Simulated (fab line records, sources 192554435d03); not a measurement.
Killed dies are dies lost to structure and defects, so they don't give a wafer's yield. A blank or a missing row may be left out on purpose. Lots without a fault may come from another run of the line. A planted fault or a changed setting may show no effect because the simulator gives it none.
Chamber matching | flow n5_finfet | N5_PASSIVATION_STRIP_14 on rie_diel-06: 4 sister chambers
The step strips in O2. 4 wafers are shown with their chamber, then 7 later ones without.

WAFERS WITH THEIR CHAMBER
wafer  | chamber | throttle_valve_pct (%)
L083.5 | 1       | 16.3
L086.2 | 3       | 16.5
L091.2 | 2       | 17.1
L091.3 | 0       | 16.6

WAFERS WITHOUT THEIR CHAMBER
wafer  | throttle_valve_pct (%)
L091.5 | 16.4
L092.1 | 16.7
L092.4 | 16.4
L092.5 | 16.6
L095.1 | 16.0
L095.3 | 16.4
L095.6 | 16.4

WHICH CHAMBER EACH WENT THROUGH
wafer  | from the rows above          | in truth
L091.5 | can't be placed: 1 or 3 or 0 | 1
L092.1 | can't be placed: 0 or 3      | 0
L092.4 | can't be placed: 1 or 3 or 0 | 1
L092.5 | can't be placed: 0 or 3      | 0
L095.1 | can't be placed: 1 or 3      | 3
L095.3 | can't be placed: 1 or 3 or 0 | 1
L095.6 | can't be placed: 1 or 3 or 0 | 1
Placed correctly: 0 of 7. Can't be placed from these rows: 7 (the true chamber is among the candidates in 7). Placed wrongly: 0.
How it was worked out, from the rows above alone: a wafer's distance from a chamber is the root of the sum, over the readings, of the square of ((its reading less the chamber's mean) divided by the reading's scatter). The wafer belongs to the nearest chamber; if the next one is less than 2 further off, it can't be placed. A chamber's mean is the mean of its shown wafers. The scatter: with one shown wafer a chamber, the root of the mean of the squares of how far each hidden wafer lies from its nearest shown one.
